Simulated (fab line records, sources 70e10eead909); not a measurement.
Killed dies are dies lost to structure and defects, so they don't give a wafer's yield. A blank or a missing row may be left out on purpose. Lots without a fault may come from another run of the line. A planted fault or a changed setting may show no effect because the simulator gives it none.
fab line records | flow nand_harc
record lots=6 wafers=18 last_day=33
route steps=1302 shown P_M1@296 P_M2@318 END@1302
lots that met no fault: from a run of the same line without faults
start_h: hours from the record's first day to the start of the lot's first wafer shown | wait_h: hours since the lot's step before | " the same as in the row above | L1.1+2: a row that stands for several wafers | - no value, or no start given | * or withheld: withheld | < > ~ a bound
route shown NAME@n: a module of which the file shows steps, and the number in the route of the first | usual: mean/standard deviation of fault-free wafers | same: alike in all rows | chamber/n: place in a boat | sites: the reading at each site | _std_site: their standard deviation | _edge_site: outer sites' mean less inner sites' | radius_mm: how far each site lies from the wafer's centre | mask NAME#n: copy n | behind: the tool/chamber that last shaped the wafer | hold: why the lot was held/for how many hours/how that ended | device: the transistor (n, p or np) that didn't switch | end of line: the same wafers' tests at the end of the route | a step without rows: its recipe alone | killed: dies lost to structure and defects at the first sort, not the wafer's yield | map: a wafer's dies, x killed, . not, _ none there
set.NAME: the setting as run; set.NAME@STEP: as run at that earlier step | model.NAME: the simulator's own value behind a step, which no gauge read
lots at some steps of the route; a table a step, a row a wafer
services: from which hour (start_h, from the record's first day; less than 0 if before it) a tool's chamber was out of use, for how many hours, and why
## steps
# step NHARC_P_M1_OVL_MEAS_10
# recipe pitch_nm=260
# usual overlay_x_nm=0.2/0.79 overlay_y_nm=-0.2/0.75
# columns lot.wafer tool chamber start_h wait_h overlay_x_nm overlay_y_nm
L538.3 overlay-02 - 156.13 - 0.4 -1.4
L538.5 " - " " 1.0 -1.5
L538.6 " - " " 0.8 -1.2
L541.2 overlay-02 - 190.60 - 0.7 -0.4
L541.3 " - " " 0.4 -0.2
L541.5 " - " " 0.6 -0.1
L545.3 overlay-02 - 233.89 - 0.4 -1.0
L545.4 " - " " 0.3 -1.0
L545.5 " - " " -0.3 -1.1
L547.2 overlay-02 - 248.94 - -0.3 0.1
L547.3 " - " " -0.3 0.7
L547.6 " - " " -0.3 1.2
L548.3 overlay-01 - 257.70 - -0.4 0.0
L548.4 " - " " -0.9 0.2
L548.5 " - " " -1.1 0.4
L556.4 overlay-02 - 338.42 - -0.4 0.3
L556.5 " - " " 0.0 0.0
L556.6 " - " " 0.2 0.1
# step NHARC_P_M1_INSPECT_11
# usual raw_defect_count=4.5/2.7
# columns lot.wafer tool chamber start_h wait_h raw_defect_count
L538.3 defect_inspect-02 - 156.17 0.0 3
L538.5 " - " " 1
L538.6 " - " " 6
L541.2 defect_inspect-01 - 190.64 0.0 3
L541.3 " - " " 3
L541.5 " - " " 3
L545.3 defect_inspect-02 - 233.93 0.0 2
L545.4 " - " " 1
L545.5 " - " " 2
L547.2 defect_inspect-02 - 248.97 0.0 6
L547.3 " - " " 3
L547.6 " - " " 2
L548.3 defect_inspect-01 - 257.73 0.0 10
L548.4 " - " " 12
L548.5 " - " " 3
L556.4 defect_inspect-01 - 338.45 0.0 9
L556.5 " - " " 5
L556.6 " - " " 4
# step NHARC_P_M1_DESCUM_14
# recipe time_s=3 o2_flow_sccm=200 ar_flow_sccm=0 bias_power_w=0 chemistry=O2
# step NHARC_P_M1_ETCH_35
# recipe target_depth_a=400 overetch_a=120 time_s=43.94 ion_energy_ev=200 n2_flow_sccm=150 h2_flow_sccm=150 ar_flow_sccm=0 rf_w=400 bias_w=150 chemistry=N2/H2
# step NHARC_P_M1_ETCH_15
# recipe target_depth_a=1825 time_s=91.2 c4f8_flow_sccm=withheld ar_flow_sccm=400 rf_w=600 bias_w=300 chemistry=C4F8/Ar
# step NHARC_P_M1_CD_MEAS_16
# usual cd_nm=130.0/0.63
# columns lot.wafer tool chamber start_h wait_h cd_nm
L538.3 cd_sem-01 - 156.54 - 130.0
L538.5 " - " " 130.6
L538.6 " - " " 129.9
L541.2 cd_sem-01 - 191.01 - 130.1
L541.3 " - " " 129.6
L541.5 " - " " 131.0
L545.3 cd_sem-03 - 234.30 - 129.2
L545.4 " - " " 130.1
L545.5 " - " " 129.7
L547.2 cd_sem-03 - 249.38 - 130.6
L547.3 " - " " 130.0
L547.6 " - " " 130.3
L548.3 cd_sem-03 - 258.20 - 130.7
L548.4 " - " " 130.7
L548.5 " - " " 130.2
L556.4 cd_sem-02 - 338.83 - 129.8
L556.5 " - " " 130.1
L556.6 " - " " 130.7
# step NHARC_P_M1_STRIP_18
# recipe power_w=1000 n2_flow_sccm=150 h2_flow_sccm=150 ar_flow_sccm=0 bias_w=0 chemistry=N2/H2
# usual drypump_motor_current_A=5.68/0.27 n2_flow_sccm=150.0/0.47 oes_product_au=1.002/0.0072 rf_vpp_V=90.8/1.1 showerhead_plenum_p_Torr=2.05/0.087 throttle_valve_pct=14.171/0.0093
# columns lot.wafer tool chamber start_h wait_h drypump_motor_current_A n2_flow_sccm oes_product_au rf_hours_counter_h rf_vpp_V showerhead_plenum_p_Torr throttle_valve_pct
L538.3 rie_diel-13 3 156.60 0.1 6.06 150.2 1.000 9 90.8 2.03 14.165
L538.5 " 3 " " 6.06 149.9 0.997 - 91.3 2.03 14.176
L538.6 " 0 " " 6.03 150.4 1.010 - 92.9 2.20 14.167
L541.2 rie_diel-13 2 191.08 0.1 5.63 150.5 0.999 2 89.8 1.90 14.176
L541.3 " 3 " " 6.06 150.2 1.006 1 90.3 2.03 14.161
L541.5 " 3 " " 6.06 150.5 1.010 - 90.3 2.03 14.162
L545.4 rie_diel-13 1 234.37 0.1 5.55 150.6 1.009 4 90.6 2.14 14.169
L545.3 " 2 " " 5.64 149.4 0.999 4 90.2 1.90 14.181
L545.5 " 2 " " 5.65 150.3 0.995 - 89.3 1.90 14.168
L547.3 rie_diel-04 3 249.51 0.1 5.33 149.2 1.000 5 91.0 2.12 14.179
L547.2 " 0 " " 5.93 149.9 1.000 4 90.6 1.99 14.170
L547.6 " 2 " " 5.63 150.7 1.001 - 91.7 2.06 14.162
L548.3 rie_diel-13 0 258.27 0.1 6.00 150.2 1.002 5 91.5 2.19 14.178
L548.4 " 0 " " 6.01 150.1 1.011 - 92.2 2.19 14.168
L548.5 " 1 " " 5.61 149.9 1.010 - 92.3 2.14 14.165
L556.4 rie_diel-13 1 338.94 0.1 5.59 150.3 1.009 11 91.5 2.13 14.158
L556.6 " 3 " " 6.08 150.5 0.996 - 90.6 2.03 14.176
L556.5 " 0 " " 6.01 150.8 1.010 - 91.1 2.19 14.144
# step NHARC_P_M1_ETCH_28
# recipe target_depth_a=300 over_etch_frac=0.3 time_s=72.99 ion_energy_ev=150 cf4_flow_sccm=50 n2_flow_sccm=100 ar_flow_sccm=150 rf_w=300 bias_w=100 chemistry=CF4/N2
# usual drypump_motor_current_A=5.67/0.27 n2_flow_sccm=100.0/0.32 oes_product_au=1.001/0.0073 rf_vpp_V=314.6/2 showerhead_plenum_p_Torr=2.64/0.1 throttle_valve_pct=19.795/0.0092
# same time_s=72.99
# columns lot.wafer tool chamber start_h wait_h drypump_motor_current_A n2_flow_sccm oes_product_au rf_hours_counter_h rf_vpp_V showerhead_plenum_p_Torr throttle_valve_pct
L538.3 rie_diel-13 0 - - 6.01 100.3 1.013 8 316.4 2.81 19.787
L538.5 " 2 " " 5.61 100.3 1.004 - 310.8 2.47 19.804
L538.6 " 3 " " 6.08 100.1 1.006 - 315.4 2.62 19.783
L541.2 rie_diel-13 2 - - 5.62 100.3 0.998 2 313.1 2.46 19.802
L541.3 " 3 " " 6.09 99.6 1.003 1 315.1 2.62 19.799
L541.5 " 3 " " 6.08 99.7 0.993 - 315.8 2.62 19.807
L545.4 rie_diel-13 2 - - 5.67 99.9 0.990 4 311.1 2.46 19.785
L545.3 " 0 " " 6.00 99.8 1.008 3 318.6 2.81 19.796
L545.5 " 2 " " 5.62 100.0 0.990 - 310.9 2.46 19.802
L547.3 rie_diel-04 3 - - 5.32 99.4 0.995 5 315.5 2.72 19.787
L547.2 " 1 " " 5.36 99.0 1.000 3 311.9 2.51 19.801
L547.6 " 2 " " 5.66 99.8 0.986 - 314.6 2.65 19.795
L548.3 rie_diel-13 0 - - 6.01 100.4 1.014 5 318.7 2.81 19.798
L548.5 " 3 " " 6.08 99.8 0.994 - 313.5 2.62 19.786
L548.4 " 0 " " 5.99 99.6 1.006 - 317.7 2.81 19.803
L556.4 rie_diel-13 0 - - 5.99 100.0 1.016 10 316.8 2.81 19.790
L556.5 " 2 " " 5.60 100.5 1.001 - 310.8 2.46 19.793
L556.6 " 3 " " 6.09 100.0 1.004 - 314.0 2.61 19.793
# step NHARC_P_M1_STRIP_19
# recipe time_s=600 temp_c=30 chemistry=post_etch_residue_remover
# step NHARC_P_M1_DEGAS_29
# recipe temp_c=250 time_s=60
# step NHARC_P_M1_PRE_CLEAN_30
# recipe time_s=30 temp_c=280 gas=H2/He
# step NHARC_P_M1_PVD_20
# recipe target_thk_a=50 bias_v=168.6 power_w=15000 chamber_pressure_pa=0.12 time_s=8.06 substrate_temp_c=50 material=TaN
# step NHARC_P_M1_PVD_21
# recipe target_thk_a=300 chamber_pressure_pa=5 power_w=5000 substrate_temp_c=30 time_s=20.49 material=Cu
# usual cathode_dc_power_W=5000.1/0.89 throttle_valve_pct=30.0/1.3
# same time_s=20.49
# columns lot.wafer tool chamber start_h wait_h cathode_dc_power_W throttle_valve_pct
L538.3 pvd_sputter-03 - 157.47 - 5000.3 29.8
L538.5 " - " " 4999.0 30.0
L538.6 " - " " 5001.6 32.7
L541.3 pvd_sputter-02 - 191.95 - 4999.9 30.8
L541.2 " - " " 5001.7 28.5
L541.5 " - " " 4999.1 30.0
L545.3 pvd_sputter-01 - 235.24 - 4999.8 30.2
L545.4 " - " " 5000.9 27.7
L545.5 " - " " 5000.0 30.4
L547.3 pvd_sputter-02 - 250.37 - 5001.0 31.8
L547.2 " - " " 5001.9 30.1
L547.6 " - " " 4999.5 31.7
L548.4 pvd_sputter-02 - 259.22 - 4999.6 31.8
L548.3 " - " " 5000.1 30.5
L548.5 " - " " 4998.8 30.3
L556.4 pvd_sputter-01 - 339.77 - 4998.6 29.8
L556.6 " - " " 4999.3 28.4
L556.5 " - " " 4999.8 29.5
# step NHARC_P_M1_ECD_22
# recipe target_thk_a=4000 bath_temp_c=25 material=Cu
# step NHARC_P_M1_ANNEAL_31
# recipe temp_c=225 time_s=90
# step NHARC_P_M1_CMP_23
# recipe t_overpolish_s=20 target_thk_nm=157.82
# usual motor_current_A=12.4/1.5 time_to_endpoint_s=27.9/1.9
# columns lot.wafer tool chamber start_h wait_h motor_current_A time_to_endpoint_s
L538.3 cmp-03 3 158.38 - 11.2 27.0
L538.5 " 1 " " 12.9 26.5
L538.6 " 2 " " 12.6 28.8
L541.3 cmp-03 0 192.83 - 10.9 29.3
L541.2 " 1 " " 12.8 27.6
L541.5 " 0 " " 11.0 27.5
L545.4 cmp-01 3 236.09 - 11.9 25.7
L545.3 " 0 " " 13.5 25.1
L545.5 " 0 " " 13.3 25.9
L547.2 cmp-04 1 251.30 - 14.0 28.7
L547.3 " 2 " " 9.8 29.2
L547.6 " 0 " " 15.1 30.9
L548.4 cmp-03 3 260.09 - 11.5 25.5
L548.3 " 0 " " 11.1 28.4
L548.5 " 2 " " 11.8 24.4
L556.4 cmp-04 1 341.20 - 13.9 30.3
L556.5 " 3 " " 10.4 29.2
L556.6 " 0 " " 14.2 28.2
# step NHARC_P_M1_SRD_25
# step NHARC_P_M1_PRE_CLEAN_32
# recipe time_s=12 temp_c=370 rf_power_w=300 gas=NH3
# step NHARC_P_M1_DEP_33
# recipe target_thk_a=300 temp_c=370 target_thk_nm=30 pressure_torr=3 flow_sccm=200 rf_w=450 material=SiCN
# step NHARC_P_M2_DEP_00
# recipe target_thk_a=1825 target_thk_nm=182.5 temp_c=withheld pressure_torr=5 flow_sccm=200 rf_w=600 material=SiOC
# step NHARC_P_M2_DEHYDRATE_01
# recipe temp_c=150 time_s=120
# step NHARC_P_M2_HMDS_02
# recipe time_s=30
# step NHARC_P_M2_COAT_34
# recipe temp_c=200 time_s=65
# step NHARC_P_M2_COAT_03
# recipe spin_rpm=1500 resist_thk_nm=90
# step NHARC_P_M2_SOFTBAKE_04
# recipe temp_c=105 time_s=55
# step NHARC_P_M2_EBR_05
# step NHARC_P_M2_EXPOSE_06
# recipe na=1.35 target_cd_nm=170 dose_mj=80.78 mask_id=P_M2
# step NHARC_P_M2_PEB_07
# recipe peb_temp_c=100 peb_time_s=65
# step NHARC_P_M2_DEVELOP_08
# recipe develop_time_s=35 dev_temp_c=23
# step NHARC_P_M2_CD_MEAS_09
# recipe target_cd_nm=170 landing_energy_ev=500
# usual cd_nm=170.2/0.47
# columns lot.wafer tool chamber start_h wait_h cd_nm
L538.3 cd_sem-01 0 160.20 - 170.9
L538.5 " 0 " " 169.9
L538.6 " 0 " " 170.5
L541.2 cd_sem-01 0 194.68 - 170.3
L541.3 " 0 " " 169.6
L541.5 " 0 " " 169.9
L545.3 cd_sem-03 0 238.04 - 171.3
L545.4 " 0 " " 170.9
L545.5 " 0 " " 171.3
L547.2 cd_sem-03 0 252.99 - 170.1
L547.3 " 0 " " 169.9
L547.6 " 0 " " 170.3
L548.3 cd_sem-02 0 261.81 - 170.4
L548.4 " 0 " " 170.9
L548.5 " 0 " " 169.9
L556.4 cd_sem-02 0 343.02 - 169.5
L556.5 " 0 " " 170.0
L556.6 " 0 " " 170.0
# step NHARC_P_M2_OVL_MEAS_10
# recipe pitch_nm=340
# usual overlay_x_nm=0.2/0.86 overlay_y_nm=0.1/0.91
# columns lot.wafer tool chamber start_h wait_h overlay_x_nm overlay_y_nm
L538.3 overlay-02 - 160.28 - 1.5 0.1
L538.5 " - " " 1.1 0.0
L538.6 " - " " 0.9 -0.7
L541.2 overlay-02 - 194.77 - 0.7 1.0
L541.3 " - " " 0.4 1.3
L541.5 " - " " -0.2 1.4
L545.3 overlay-02 - 238.12 - 1.1 -1.1
L545.4 " - " " 0.4 -1.5
L545.5 " - " " 0.6 -1.4
L547.2 overlay-01 - 253.08 - 0.5 -0.4
L547.3 " - " " -0.3 -0.3
L547.6 " - " " 0.5 -0.6
L548.3 overlay-01 - 261.90 - 1.8 0.3
L548.4 " - " " 1.6 0.3
L548.5 " - " " 2.6 0.3
L556.4 overlay-02 - 343.10 - -0.2 0.7
L556.5 " - " " -0.2 1.3
L556.6 " - " " -0.7 0.3
# step NHARC_P_M2_DESCUM_14
# recipe time_s=3 o2_flow_sccm=200 ar_flow_sccm=0 bias_power_w=0 chemistry=O2
# usual drypump_motor_current_A=5.8/0.41 oes_product_au=1.000/0.0074 rf_vpp_V=57.7/0.86 showerhead_plenum_p_Torr=1.87/0.046 throttle_valve_pct=11.310/0.0091
# same time_s=3
# columns lot.wafer tool chamber start_h wait_h drypump_motor_current_A oes_product_au rf_hours_counter_h rf_vpp_V showerhead_plenum_p_Torr throttle_valve_pct
L538.3 rie_diel-02 2 160.38 0.1 5.8 0.994 6.3 57.9 1.80 11.304
L538.5 " 2 " " 5.8 0.984 - 56.4 1.80 11.328
L538.6 " 3 " " 5.6 0.995 - 58.8 1.89 11.308
L541.2 rie_diel-10 0 194.87 0.1 6.0 1.008 6.2 57.1 1.89 11.309
L541.3 " 2 " " 5.1 1.002 6.9 57.9 1.90 11.319
L541.5 " 0 " " 6.0 1.007 - 59.3 1.89 11.320
L545.4 rie_diel-10 2 238.22 0.1 5.1 1.006 9.7 58.1 1.90 11.309
L545.3 " 3 " " 6.2 0.990 10.1 56.1 1.86 11.305
L545.5 " 2 " " 5.1 1.004 - 55.2 1.90 11.320
L547.2 rie_diel-10 3 253.18 0.1 6.3 0.985 0 57.9 1.86 11.309
L547.3 " 2 " " 5.1 0.994 0 58.0 1.90 11.309
L547.6 " 3 " " 6.2 1.002 - 57.5 1.86 11.309
L548.3 rie_diel-10 0 262.01 0.1 6.0 0.988 0.1 56.8 1.88 11.312
L548.4 " 1 " " 5.6 0.989 0.1 57.8 1.84 11.312
L548.5 " 2 " " 5.1 0.994 - 57.9 1.90 11.310
L556.4 rie_diel-02 3 343.22 0.1 5.7 0.992 4.8 57.6 1.89 11.314
L556.6 " 0 " " 6.4 0.998 - 57.1 1.89 11.302
L556.5 " 1 " " 5.6 0.995 - 57.2 1.81 11.297
# step NHARC_P_M2_ETCH_35
# recipe target_depth_a=400 overetch_a=120 time_s=43.94 ion_energy_ev=200 n2_flow_sccm=150 h2_flow_sccm=150 ar_flow_sccm=0 rf_w=400 bias_w=150 chemistry=N2/H2
# step NHARC_P_M2_ETCH_15
# recipe target_depth_a=1825 time_s=91.2 c4f8_flow_sccm=withheld ar_flow_sccm=400 rf_w=600 bias_w=300 chemistry=C4F8/Ar
# step NHARC_P_M2_CD_MEAS_16
# usual cd_nm=170.1/0.51
# columns lot.wafer tool chamber start_h wait_h cd_nm
L538.3 cd_sem-03 - 160.69 - 170.9
L538.5 " - " " 170.0
L538.6 " - " " 170.5
L541.2 cd_sem-02 - 195.17 - 170.3
L541.3 " - " " 169.6
L541.5 " - " " 171.0
L545.3 cd_sem-01 - 238.54 - 170.8
L545.4 " - " " 170.1
L545.5 " - " " 169.8
L547.2 cd_sem-01 - 253.49 - 169.9
L547.3 " - " " 170.8
L547.6 " - " " 169.7
L548.3 cd_sem-03 - 262.30 - 169.9
L548.4 " - " " 170.7
L548.5 " - " " 169.4
L556.4 cd_sem-01 - 343.51 - 169.8
L556.5 " - " " 169.6
L556.6 " - " " 169.6
# step NHARC_P_M2_STRIP_18
# recipe power_w=1000 n2_flow_sccm=150 h2_flow_sccm=150 ar_flow_sccm=0 bias_w=0 chemistry=N2/H2
# usual drypump_motor_current_A=5.8/0.46 n2_flow_sccm=150.0/0.44 oes_product_au=0.997/0.0075 rf_vpp_V=90.4/0.91 showerhead_plenum_p_Torr=2.00/0.053 throttle_valve_pct=14.172/0.0095
# columns lot.wafer tool chamber start_h wait_h drypump_motor_current_A n2_flow_sccm oes_product_au rf_hours_counter_h rf_vpp_V showerhead_plenum_p_Torr throttle_valve_pct
L538.3 rie_diel-02 2 160.81 0.1 5.8 150.4 1.003 6.4 90.4 1.91 14.161
L538.6 " 0 " " 6.4 149.4 0.998 - 90.4 2.02 14.156
L538.5 " 1 " " 5.6 150.4 1.004 - 89.7 1.93 14.171
L541.3 rie_diel-11 2 195.29 0.1 6.1 149.8 1.006 5.2 91.6 2.01 14.181
L541.2 " 3 " " 4.7 149.9 0.998 3.4 91.8 2.07 14.178
L541.5 " 1 " " 5.8 150.5 0.999 - 90.5 1.99 14.194
L545.3 rie_diel-11 0 238.63 0.1 6.4 149.8 0.989 5.8 91.1 2.13 14.185
L545.4 " 1 " " 5.7 150.2 1.003 6.3 91.6 1.99 14.174
L545.5 " 3 " " 4.7 150.0 0.990 - 90.5 2.07 14.183
L547.2 rie_diel-02 2 253.56 0.1 5.8 149.4 1.004 0.9 90.9 1.91 14.163
L547.3 " 3 " " 5.7 149.6 0.987 0.7 88.9 2.01 14.163
L547.6 " 2 " " 5.8 150.1 1.002 - 89.5 1.91 14.177
L548.3 rie_diel-10 2 262.40 0.1 5.1 149.6 0.997 0.2 91.5 2.02 14.179
L548.4 " 3 " " 6.2 150.8 0.992 0.2 90.2 1.98 14.165
L548.5 " 1 " " 5.6 151.3 0.993 - 90.2 1.96 14.174
L556.4 rie_diel-02 1 343.63 0.1 5.7 150.1 0.995 5.8 88.7 1.93 14.166
L556.6 " 3 " " 5.7 150.0 0.988 - 89.7 2.01 14.172
L556.5 " 0 " " 6.4 150.4 0.991 - 91.2 2.02 14.191
# step NHARC_P_M2_ETCH_28
# recipe target_depth_a=300 over_etch_frac=0.3 time_s=72.99 ion_energy_ev=150 cf4_flow_sccm=50 n2_flow_sccm=100 ar_flow_sccm=150 rf_w=300 bias_w=100 chemistry=CF4/N2
# step NHARC_P_M2_STRIP_19
# recipe time_s=600 temp_c=30 chemistry=post_etch_residue_remover
# step NHARC_END_SORT_01
# recipe temp_c=25
# usual defect_limited_yield=91.8/2.3 killed_at_array=51/16 killed_at_other=0.6/0.88 killed_at_periphery=4.0/2.6 killed_dies=55/16 killed_open=3.5/1.9 killed_short=2.3/1.6 sort_bin_2_pct=2.9/1.1 sort_bin_3_pct=0.6/0.41 sort_bin_4_pct=4.6/1.3 sort_n_pass=622/16 sort_rim_yield_pct=93/3.2 sort_yield_pct=91.8/2.3
# same gross_dies=677 sort_bin_5_pct[%]=0 sort_bin_6_pct[%]=0 sort_bin_7_pct[%]=0 sort_bin_8_pct[%]=0 sort_rim_n_gross=106.00
# columns lot.wafer tool chamber start_h wait_h defect_limited_yield[%] killed_at_array killed_at_other killed_at_periphery killed_dies killed_open killed_short sort_bin_2_pct[%] sort_bin_3_pct[%] sort_bin_4_pct[%] sort_n_pass sort_rim_yield_pct[%] sort_yield_pct[%]
L548.3 prober-01 0 699.94 3.1 79.0 30 0 112 142 5 3 8.4 6.2 6.4 535 86 79.0
L548.4 prober-01 0 700.74 3.4 80.8 42 0 88 130 5 1 7.5 5.5 6.2 547 83 80.8
L548.5 prober-01 0 701.54 3.7 77.4 49 0 104 153 2 5 9.2 6.4 7.1 524 98 77.4
L547.2 prober-02 0 713.13 2.8 79.2 29 0 112 141 3 3 8.6 6.1 6.2 536 96 79.2
L547.3 prober-02 0 713.92 3.1 83.5 18 0 94 112 7 1 7.5 5.0 4.0 565 80 83.5
L547.6 prober-02 0 716.29 4.0 83.0 30 0 85 115 1 2 6.8 5.2 5.0 562 86 83.0
# killed by level:class
L548.3 P_M1:unspecified=106 A_CHANNEL_HOLE_D1:chamber_film_flake=22 P_GATE:chamber_film_flake=3 P_M0:geometric_particle:open=2 A_M0:geometric_particle:open=2 A_ONON_D1:geometric_particle:open=1 A_ONON_D1:geometric_particle:short=1 A_ONON_D2:geometric_particle:short=1
L548.4 P_M1:unspecified=82 A_CHANNEL_HOLE_D1:chamber_film_flake=29 P_GATE:chamber_film_flake=4 A_SLIT:chamber_film_flake=4 A_BONDPAD:chamber_film_flake=3 A_ONON_D2:geometric_particle:open=2 P_M1:geometric_particle:open=1 A_WL_FILL:geometric_particle:short=1
L548.5 P_M1:unspecified=101 A_CHANNEL_HOLE_D1:chamber_film_flake=32 A_CONTACT:chamber_film_flake=5 A_SLIT:chamber_film_flake=3 A_CHANNEL_HOLE_D1:geometric_particle:short=2 A_CHANNEL_FILL_D1:geometric_particle:open=1 A_DECK1_JOINT:geometric_particle:short=1 A_CHANNEL_FILL_D2:geometric_particle:short=1
L547.2 P_M1:unspecified=104 A_CHANNEL_HOLE_D2:chamber_film_flake=16 A_ZERO_WELL:chamber_film_flake=3 A_CHANNEL_HOLE_D1:chamber_film_flake=3 A_CHANNEL_HOLE_D2:geometric_particle:open=2 P_M2:chamber_film_flake=2 P_BONDPAD:chamber_film_flake=2 A_SLIT:chamber_film_flake=2
L547.3 P_M1:unspecified=89 A_CONTACT:chamber_film_flake=4 P_M2:chamber_film_flake=3 A_WL_FILL:geometric_particle:open=2 A_CONTACT:geometric_particle:open=2 A_ZERO_WELL:chamber_film_flake=2 A_CHANNEL_HOLE_D2:chamber_film_flake=2 P_M0:geometric_particle:open=1
L547.6 P_M1:unspecified=79 A_CHANNEL_HOLE_D2:chamber_film_flake=11 A_SLIT:chamber_film_flake=5 A_CONTACT:chamber_film_flake=5 A_CHANNEL_FILL_D1:chamber_film_flake=3 A_CHANNEL_HOLE_D1:chamber_film_flake=2 P_M2:chamber_film_flake=2 P_GATE:geometric_particle:open=1
# map L547.2 (x killed, . not)
____________.____________
_________......._________
_______.......xx.._______
______.............______
_____..............._____
____.................____
____.................____
___...................___
___...................___
__..........xxx........__
__.........xxxxxx......__
_.........xxxxxxx......._
_...x...xxxxxxxxx......._
_........xxxxxxxxx......_
_........xxxxxxxx......._
_.......xxxxxxxxxx......_
..........xxxxxxxxx......
..........xxxxxxxxx......
..........xxxxxxxx.......
..........xxxxxxxx.......
..........xxxxxxx........
_........xxxxxx.....x..._
_............x.x.....x.._
_..x.....x....xx...xxxx._
_....x.....x...x...x.x.._
_..............x...xxx.._
__.......x...........x.__
__.....xx..........xxx.__
___.................x.___
___........x......xxxx___
____...............x.____
____.........x.......____
_____........x......_____
______.............______
_______x.........x_______
_________......._________
____________.____________
# map L548.5 (x killed, . not)
____________.____________
_________......._________
_______..........._______
______.............______
_____..x............_____
____.................____
____........x........____
___..............x....___
___...........xx......___
__.............x.......__
__........x.xxxx.......__
_.........xxxxxxx......._
_.........xxxxxxxx......_
_.........xxxxxxx...x..._
_....x...xxxxxxxxx......_
_......x.xxxxxxxxx......_
...x....xxxxxxxxxx...x...
........xxxxxxxxxx..x....
.........xxxxxxxxxxxxx...
....x....xxxxxxxxxxxx.x..
....x....xxxxxxxxxxxx..x.
_..........x.xxx.xx.xxxx_
_.............x..xxxx.x._
_...........x.x.x.xxx.x._
_................xxxx..._
_..................x...._
__.....................__
__.................x...__
___.........x.........___
___.............x.....___
____.................____
____.....x....x......____
_____..............._____
______.............______
_______.x..x......_______
_________......._________
____________.____________
## services
# columns tool chamber start_h hours kind
rie_diel-02 3 152.18 4.7 repair
cmp-03 - 159.49 3.0 repair
rie_diel-13 - 162.07 0.6 repair
rie_diel-13 - 165.00 9.0 pm
cmp-03 - 178.45 4.7 repair
rie_diel-02 - 180.23 0.7 repair
rie_diel-02 3 195.65 4.1 repair
cmp-03 - 200.60 0.8 repair
rie_diel-13 2 202.62 4.1 repair
rie_diel-10 0 206.57 8.4 repair
rie_diel-13 3 212.79 2.7 repair
rie_diel-10 - 215.92 0.5 repair
rie_diel-02 - 216.70 9.0 pm
rie_diel-10 - 242.50 9.0 pm
cmp-03 - 245.98 3.4 repair
rie_diel-13 2 246.96 23.0 repair
cmp-03 - 260.44 4.0 pm
rie_diel-13 0 274.15 5.0 repair
rie_diel-13 1 277.73 9.5 repair
cmp-03 - 278.25 1.2 repair
pvd_sputter-02 - 282.65 10.0 pm
cmp-03 - 313.19 0.6 repair
rie_diel-02 - 317.65 0.4 repair
rie_diel-13 - 342.00 9.0 pm
## key
first_sign step=NHARC_END_SORT_01 reading=killed_at_periphery direction=up sigmas=37 usual=4.0 struck=99.2
effect step=NHARC_END_SORT_01 reading=defect_limited_yield direction=down sigmas=4.8 usual=91.8 struck=80.5
more_kills_born_at NHARC_P_M1_PVD_21@pvd_sputter-02=561
met_at NHARC_P_M1_PVD_21
struck_wafers L547.2,L547.3,L547.6,L548.3,L548.4,L548.5
onset_between 191.95 250.37
also_fits NHARC_P_M2_DESCUM_14:rie_diel-10
fault kind=chamber_particle_source tool=pvd_sputter-02 chamber=- onset_h=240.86 steps=NHARC_P_M1_PVD_21 rate_per_visit_cm2=1.9312 end_h=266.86
